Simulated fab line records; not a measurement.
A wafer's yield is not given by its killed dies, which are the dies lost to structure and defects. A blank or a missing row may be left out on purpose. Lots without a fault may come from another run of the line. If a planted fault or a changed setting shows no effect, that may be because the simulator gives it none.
What tool caused it?    flow nandHarc    13 lots, 39 wafers sampled, at 5 steps of a route of 1159

WHAT EACH GAUGE READ, for each wafer
NHARC_P_ZERO_WELL_CD_MEAS_11 targets a cd of 500 nm. Usual: cdNm reads 499.8 nm (standard deviation 1.8).
lot   measured     on        cdNm (nm)          flag
L803  day 1 13:14  cdSem-01  499.3 496.0 498.9  
L805  day 2 01:17  cdSem-02  500.4 499.8 499.1  
L806  day 2 07:19  cdSem-03  501.7 500.1 499.5  
L808  day 2 19:14  cdSem-03  500.6 497.8 501.3  
L809  day 3 01:18  cdSem-03  502.0 500.6 500.5  
L810  day 3 07:14  cdSem-01  498.2 496.2 497.2  
L812  day 3 19:25  cdSem-01  496.3 497.8 499.1  
L813  day 4 01:14  cdSem-03  503.1 502.7 500.8  
L814  day 4 07:07  cdSem-02  499.4 503.1 503.7  
L816  day 4 19:15  cdSem-03  499.0 497.8 498.1  
L817  day 5 01:14  cdSem-03  498.1 498.9 501.0  
L822  day 6 07:22  cdSem-01  499.9 499.8 502.3  
L826  day 7 07:15  cdSem-01  497.7 497.3 500.2  

NHARC_P_GATE_CD_MEAS_26 targets a cd of 120 nm. Usual: cdNm reads 120.2 nm (standard deviation 0.6).
lot   measured      on        cdNm (nm)          flag
L803  day 4 20:18   cdSem-03  119.5 120.0 119.6  
L805  day 5 12:36   cdSem-01  119.9 120.9 120.9  
L806  day 5 12:17   cdSem-03  121.1 120.7 121.2  
L808  day 6 01:56   cdSem-03  120.0 120.3 120.4  
L809  day 6 02:34   cdSem-01  120.2 119.4 119.1  
L810  day 6 09:20   cdSem-03  119.9 119.8 119.5  
L812  day 7 03:59   cdSem-01  119.5 119.5 119.3  
L813  day 7 04:30   cdSem-02  119.9 120.3 119.9  
L814  day 7 12:43   cdSem-03  121.3 120.1 120.6  
L816  day 8 03:28   cdSem-02  119.9 120.9 120.4  
L817  day 8 02:38   cdSem-02  120.2 120.1 119.1  
L822  day 9 11:34   cdSem-02  120.8 120.9 119.9  
L826  day 10 11:11  cdSem-01  119.9 119.7 120.2  

NHARC_END_SORT_01. Usual: killedAtArray 29, standard deviation 11; killedAtOther 0.6, standard deviation 0.75; killedAtPeriphery 3.1, standard deviation 2.1; killedDies 32, standard deviation 11; killedOpen 3.0, standard deviation 1.8; killedShort 1.8, standard deviation 1.3.
lot   measured      on         killedAtArray  killedAtOther  killedAtPeriphery  killedDies  killedOpen  killedShort  flag
L812  day 21 09:47  prober-01  45 31 37       0 1 0          3 1 0              48 33 37    2 2 2       2 2 1        

TOOL THAT RAN EACH LOT (tool first, then ch and the chambers of the sampled wafers, then the start)
lot   NHARC_P_ZERO_WELL_ETCH_65         NHARC_P_STI_OXIDE_29
L803  rieDiel-07 ch 0,1, day 1 13:31    furnace-02 ch 0, day 2 04:01
L805  rieDiel-01 ch 0,1, day 2 01:31    furnace-07 ch 0, day 2 16:16
L806  rieDiel-07 ch 1,2, day 2 07:35    furnace-07 ch 0, day 2 16:16
L808  rieDiel-07 ch 1,3, day 2 19:34    furnace-02 ch 0, day 3 05:35
L809  rieDiel-01 ch 0,1,2, day 3 01:34  furnace-07 ch 0, day 3 12:32
L810  rieDiel-01 ch 0,2, day 3 07:31    furnace-02 ch 0, day 3 19:44
L812  rieDiel-07 ch 0,1,2, day 3 19:39  furnace-02 ch 0, day 4 08:18
L813  rieDiel-07 ch 0,1,3, day 4 01:32  furnace-02 ch 0, day 4 08:18
L814  rieDiel-03 ch 1,2,3, day 4 07:22  furnace-08 ch 0, day 4 17:15
L816  rieDiel-07 ch 2,3, day 4 19:29    furnace-08 ch 0, day 5 08:25
L817  rieDiel-03 ch 0,3, day 5 01:29    furnace-08 ch 0, day 5 08:25
L822  rieDiel-03 ch 1,2,3, day 6 07:38  furnace-02 ch 0, day 6 16:24 and furnace-08 ch 0, day 6 20:36
L826  rieDiel-03 ch 0,1,2, day 7 07:31  furnace-07 ch 0, day 7 17:35
- NHARC_P_ZERO_WELL_ETCH_65: etches the open film in N2/H2, target depth 80 nm, overetch 24 nm, time 87.88 s.
- NHARC_P_STI_OXIDE_29: material SiO2, target thk 10 nm, ox time 1362 s.

AS READ BY THE TOOLS THEMSELVES (means over the sampled wafers that have a number; for cases with no such wafer, the mark the record gives instead)
NHARC_P_ZERO_WELL_ETCH_65. Usual: drypumpMotorCurrentA 5.6 A, standard deviation 0.56; oesProductAu 1.003 a.u., standard deviation 0.011; rfVppV 430.7 V, standard deviation 2.7; showerheadPlenumPTorr 2.05 Torr, standard deviation 0.09; throttleValvePct 14.171 %, standard deviation 0.0084.
lot   tool        drypumpMotorCurrentA (A)  oesProductAu (a.u.)  rfVppV (V)  showerheadPlenumPTorr (Torr)  throttleValvePct (%)  flag
L803  rieDiel-07  5.2                       1.011                432.7       2.12                          14.173                
L805  rieDiel-01  6.3                       1.010                430.4       2.04                          14.172                
L806  rieDiel-07  5.4                       1.006                431.6       2.09                          14.175                
L808  rieDiel-07  5.3                       1.008                429.8       2.03                          14.172                
L809  rieDiel-01  5.8                       1.004                429.3       1.98                          14.166                
L810  rieDiel-01  5.4                       1.002                427.8       1.93                          14.159                
L812  rieDiel-07  5.3                       0.993                431.6       2.11                          14.168                
L813  rieDiel-07  5.2                       1.012                430.8       2.05                          14.172                
L814  rieDiel-03  5.9                       0.994                430.7       2.05                          14.170                
L816  rieDiel-07  5.3                       1.001                429.4       1.99                          14.171                
L817  rieDiel-03  5.6                       0.994                432.3       2.08                          14.164                
L822  rieDiel-03  6.0                       0.997                430.9       2.05                          14.166                
L826  rieDiel-03  5.6                       0.999                429.6       2.00                          14.171                

NHARC_P_STI_OXIDE_29. Usual: tubeCenterTempC reads 899.99 C (standard deviation 0.088).
lot   tool                   tubeCenterTempC (C)  flag
L803  furnace-02             900.04               
L805  furnace-07             899.97               
L806  furnace-07             900.07               
L808  furnace-02             899.97               
L809  furnace-07             899.88               
L810  furnace-02             899.94               
L812  furnace-02             900.04               
L813  furnace-02             899.94               
L814  furnace-08             899.96               
L816  furnace-08             899.93               
L817  furnace-08             900.00               
L822  furnace-02/furnace-08  900.01               
L826  furnace-07             899.95               

THE ANSWER, worked out from the rows above alone
Rule: a lot counts as off when the mean over its wafers that have a number is more than 3 standard deviations away from the usual mean. A lot without any number at a reading at which 4 lots or more have one is off too. The other lots that the step has rows for count as sound. First the gauges in route order, then the tools' own readings, where a lot's mean is used as printed above. The first step at which some lot is off is used, and at that step the reading that is off furthest; a lot without a number counts as furthest.
Nothing can be told from this: no lot is off at any reading shown.

WHAT THE SIMULATOR HAD INSERTED
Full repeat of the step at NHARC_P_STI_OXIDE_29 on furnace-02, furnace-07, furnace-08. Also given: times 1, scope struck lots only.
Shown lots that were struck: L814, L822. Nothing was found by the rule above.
